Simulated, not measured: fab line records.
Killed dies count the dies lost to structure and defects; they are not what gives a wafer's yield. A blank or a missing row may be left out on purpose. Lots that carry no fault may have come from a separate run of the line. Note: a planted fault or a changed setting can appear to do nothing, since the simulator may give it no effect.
What tool caused it? -- flow nandHarc -- 12 lots with 36 wafers sampled at 5 steps, on a route of 1302 steps

## WHAT EACH GAUGE READ, for each wafer
NHARC_A_WL_FILL_INSPECT_15.
lot,measured,on,rawDefectCount
L075,day 21 20:57,defectInspect-02,517 476 610
L077,day 22 06:20,defectInspect-01,509 328 378
L080,day 23 06:19,defectInspect-01,500 381 327
L081,day 23 06:27,defectInspect-02,381 287 384
L082,day 25 12:30,defectInspect-01,357 545 423
L085,day 25 17:05,defectInspect-01,330 288 534
L086,day 26 08:53,defectInspect-01,509 488 426
L090,day 28 06:14,defectInspect-01,371 313 670
L091,day 28 14:03,defectInspect-01,553 630 418
L096,day 29 18:46,defectInspect-02,416 492 320
L095,day 30 04:45,defectInspect-02,594 532 450
L097,day 30 14:47,defectInspect-02,341 301 357

## TOOL THAT RAN EACH LOT (tool first, then ch and the chambers of the sampled wafers, then the start)
lot,NHARC_A_WL_FILL_ALD_02,NHARC_A_WL_FILL_ETCHBACK_04,NHARC_A_WL_FILL_ETCHBACK_16,NHARC_A_WL_FILL_ETCHBACK_26
L075,"aldMetal-01 ch 0,1,3, day 21 03:29","rieMetal-03 ch 0,1, day 21 04:17","rieDiel-10 ch 1,3, day 21 19:41 or earlier","rieSi-01 ch 0,1,3, day 21 19:41"
L077,"aldMetal-01 ch 0,1,2, day 21 08:52","rieMetal-03 ch 0,1, day 21 09:36","rieDiel-06 ch 0,1,3, day 22 05:13 or earlier","rieSi-06 ch 0,1, day 22 05:13"
L080,"aldMetal-04 ch 2,3, day 22 09:18","rieMetal-02 ch 0,1, day 22 10:07","rieDiel-11 ch 1,2,3, day 23 04:53 or earlier","rieSi-06 ch 2,3, day 23 04:53"
L081,"aldMetal-01 ch 1,2, day 22 14:08","rieMetal-03 ch 0,1, day 22 14:58","rieDiel-10 ch 2,3, day 23 04:52 or earlier","rieSi-01 ch 1,2, day 23 04:52"
L082,"aldMetal-04 ch 1,2,3, day 24 18:29","rieMetal-03 ch 1, day 24 19:19","rieDiel-11 ch 0,2,3, day 25 11:20 or earlier","rieSi-01 ch 1,2,3, day 25 11:20"
L085,"aldMetal-01 ch 0,1,2, day 24 23:42","rieMetal-02 ch 0,1, day 25 00:37","rieDiel-11 ch 0,2,3, day 25 15:54 or earlier","rieSi-01 ch 0,2,3, day 25 15:54"
L086,"aldMetal-03 ch 0,3, day 25 15:13","rieMetal-01 ch 0,1, day 25 16:01","rieDiel-06 ch 1,3, day 26 07:45 or earlier","rieSi-06 ch 0,1,2, day 26 07:45"
L090,"aldMetal-01 ch 0,1,2, day 27 09:03","rieMetal-03 ch 1, day 27 10:14","rieDiel-10 ch 2,3, day 28 05:05 or earlier","rieSi-01 ch 0,1,3, day 28 05:05"
L091,"aldMetal-01 ch 0,2,3, day 27 19:08","rieMetal-02 ch 0,1, day 27 21:20","rieDiel-06 ch 2,3, day 28 12:59 or earlier","rieSi-06 ch 0,1,2, day 28 12:59"
L096,"aldMetal-04 ch 0,1,2, day 29 01:20","rieMetal-03 ch 0,1, day 29 02:14","rieDiel-10 ch 0,2, day 29 17:40 or earlier","rieSi-06 ch 0,3, day 29 17:40"
L095,"aldMetal-01 ch 0,2, day 29 10:59","rieMetal-01 ch 0,1, day 29 11:54","rieDiel-11 ch 0,1,2, day 30 03:36 or earlier","rieSi-06 ch 0,2, day 30 03:36"
L097,"aldMetal-04 ch 0,1,2, day 29 21:10","rieMetal-02 ch 0,1, day 29 21:56","rieDiel-06 ch 1,2, day 30 13:39 or earlier","rieSi-06 ch 2,3, day 30 13:39"
- NHARC_A_WL_FILL_ALD_02: deposits TiN, target thk 2 nm, pulse time 3 s, ald cycles 100.
- NHARC_A_WL_FILL_ETCHBACK_04: etches the open film in NF3, target depth 60 nm, time 120 s.
- NHARC_A_WL_FILL_ETCHBACK_16: etches the open film in C4F8/O2/Ar, target depth 120 nm, time 24 s.
- NHARC_A_WL_FILL_ETCHBACK_26: etches the open film in HBr, target depth 52 nm, time 13.3 s.

## THE ANSWER, worked out from the rows above alone
Rule: what is usual is taken from the lots themselves. The widest of any qualifying gaps counts: lots, ordered by their means at a reading, are off when they make up no more than a third of the lots, leave a main group of 4 or more, and stand apart from it by 3 or more times the standard deviation of that group's means. If all means in a main group match to the digits the tables above print for the reading, that group is not used. Also off: a lot with no number at a reading for which 4 or more lots have one. All remaining lots with rows at the step are treated as sound.
None of the lots is off at any reading shown; this tells nothing.

## WHAT THE SIMULATOR HAD INSERTED
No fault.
